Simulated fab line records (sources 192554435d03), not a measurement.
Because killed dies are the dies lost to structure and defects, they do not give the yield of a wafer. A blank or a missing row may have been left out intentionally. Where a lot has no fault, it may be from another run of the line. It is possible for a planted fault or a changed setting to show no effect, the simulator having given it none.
Split-lot experiment	flow n5-finfet	39 wafers read from 7 lots, route of 1938 steps

== THE SPLIT ==
At N5_DUMMY_GATE_ETCH_31 (etches SiO2 in C4F6/O2, target depth 82.5 nm, time 27.5 s), the setting target-depth-a was moved away from the recipe's 825 angstrom on 15 of the 39 wafers read, by -12.6% to +12.9%. For the rest of the wafers, this setting stayed at what the recipe calls for.

Reading taken at the split's own step.

== THE READING ==
SOC_of_DUMMY_GATE_COAT_34.thk-nm (the simulator's own value, which no gauge read), in nm, at N5_DUMMY_GATE_ETCH_31 (etches SiO2 in C4F6/O2, target depth 82.5 nm, time 27.5 s). No usual value for it is given in the file. Here, 24 wafers ran the recipe; their average is 51.8 nm with a standard deviation of 0.28 nm.

wafer	tool, chamber at the split	target-depth-a as run, angstrom	against the recipe	SOC_of_DUMMY_GATE_COAT_34.thk-nm, nm	against lot-mates on the recipe
L074.1	rie-diel-02, 1	765.4	-7.2%	52.2	+0.5
L074.2	rie-diel-02, 0	825	recipe	51.8	-
L074.3	rie-diel-02, 2	825	recipe	52	-
L074.4	rie-diel-02, 3	765.4	-7.2%	52.4	+0.7
L074.5	rie-diel-02, 3	825	recipe	51.4	-
L074.6	rie-diel-02, 2	765.4	-7.2%	52.6	+0.9
L080.1	rie-diel-02, 1	825	recipe	52	-
L080.2	rie-diel-02, 3	720.7	-12.6%	53	+1.0
L080.3	rie-diel-02, 0	720.7	-12.6%	53.2	+1.2
L080.4	rie-diel-02, 2	720.7	-12.6%	53.2	+1.2
L080.5	rie-diel-02, 3	825	recipe	51.8	-
L080.6	rie-diel-02, 0	825	recipe	52.2	-
L084.1	rie-diel-01, 1	825	recipe	51.4	-
L084.2	rie-diel-01, 3	931.3	+12.9%	50.4	-1.1
L084.3	rie-diel-01, 0	931.3	+12.9%	50.8	-0.7
L084.4	rie-diel-01, 2	825	recipe	51.6	-
L084.5	rie-diel-01, 3	825	recipe	51.4	-
L084.6	rie-diel-01, 2	931.3	+12.9%	50.4	-1.1
L090.1	rie-diel-02, 3	825	recipe	52	-
L090.2	rie-diel-02, 2	825	recipe	52.4	-
L090.3	rie-diel-02, 0	754.6	-8.5%	52.4	+0.4
L090.4	rie-diel-02, 1	754.6	-8.5%	52.6	+0.6
L090.5	rie-diel-02, 1	754.6	-8.5%	52.6	+0.6
L090.6	rie-diel-02, 0	825	recipe	51.6	-
L094.2	rie-diel-01, 2	825	recipe	51.8	-
L094.3	rie-diel-01, 0	825	recipe	52	-
L094.5	rie-diel-01, 2	825	recipe	51.8	-
L095.1	rie-diel-03, 2	825	recipe	52	-
L095.2	rie-diel-03, 3	825	recipe	51.8	-
L095.3	rie-diel-03, 0	825	recipe	52.2	-
L095.4	rie-diel-03, 1	726.5	-11.9%	53.2	+1.2
L095.5	rie-diel-03, 2	726.5	-11.9%	53.2	+1.2
L095.6	rie-diel-03, 1	726.5	-11.9%	53	+1.0
L097.1	rie-diel-01, 3	825	recipe	51.4	-
L097.2	rie-diel-01, 2	825	recipe	51.6	-
L097.3	rie-diel-01, 1	825	recipe	51.6	-
L097.4	rie-diel-01, 0	825	recipe	52	-
L097.5	rie-diel-01, 3	825	recipe	51.4	-
L097.6	rie-diel-01, 2	825	recipe	51.6	-

FIT RESULTS
A straight line over all 39 wafers: SOC_of_DUMMY_GATE_COAT_34.thk-nm changes by -0.101 nm for each +1% of target-depth-a; r = -0.94; the points scatter about the line by 0.25 nm.
The same after taking each lot's own level away (the mean of its wafers on the recipe; 39 wafers): -0.082 nm for each +1%; r = -0.94; scatter 0.2 nm.
According to that fit, moving target-depth-a by its largest amount changes the reading by 1.1 nm.
The span of the lots' own levels, 51.47 to 52.00 nm, comes to 1.9 times the standard deviation stated above.
So the slope is not independent of the lot-to-lot level: the two fits are not the same.
Check: for one of the wafers moved furthest among these (+12.9%), held out of the fit, the line's prediction against its lot-mates is -1.03 nm. It came out at -1.07 nm against them.

== THE OTHER SPLITS THESE WAFERS WENT THROUGH ==
These wafers also went through other splits before the reading. Each is held against what the fit with the lots' levels taken away leaves over:
other split on the same wafers	wafers away from the commonest value	r with SOC_of_DUMMY_GATE_COAT_34.thk-nm (lot level and that fit taken away)
N5_PMOS_HMC_CHANNEL_EPI_FIN_RECESS_16 time-s	15	+0.23
N5_DUMMY_GATE_ETCH_37 source-w	18	-0.04

== THE WHOLE CHAIN: every reading that the file lists as answering this split, in the file's order ==
step	what it does	reading	change (the file's fit)	r (the file's)
N5_DUMMY_GATE_ETCH_31	etches SiO2 in C4F6/O2, target depth 82.5 nm, time 27.5 s	etch.depth-nm (the simulator's own value, which no gauge read)	+0.85 nm for each +1% of the setting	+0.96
N5_DUMMY_GATE_ETCH_31	etches SiO2 in C4F6/O2, target depth 82.5 nm, time 27.5 s	SOC_of_DUMMY_GATE_COAT_34.thk-nm (the simulator's own value, which no gauge read)	-0.083 nm for each +1% of the setting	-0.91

== FILE'S OWN FIT ==
SOC_of_DUMMY_GATE_COAT_34.thk-nm changes by -0.083 nm for each +1% of target-depth-a, r = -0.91.
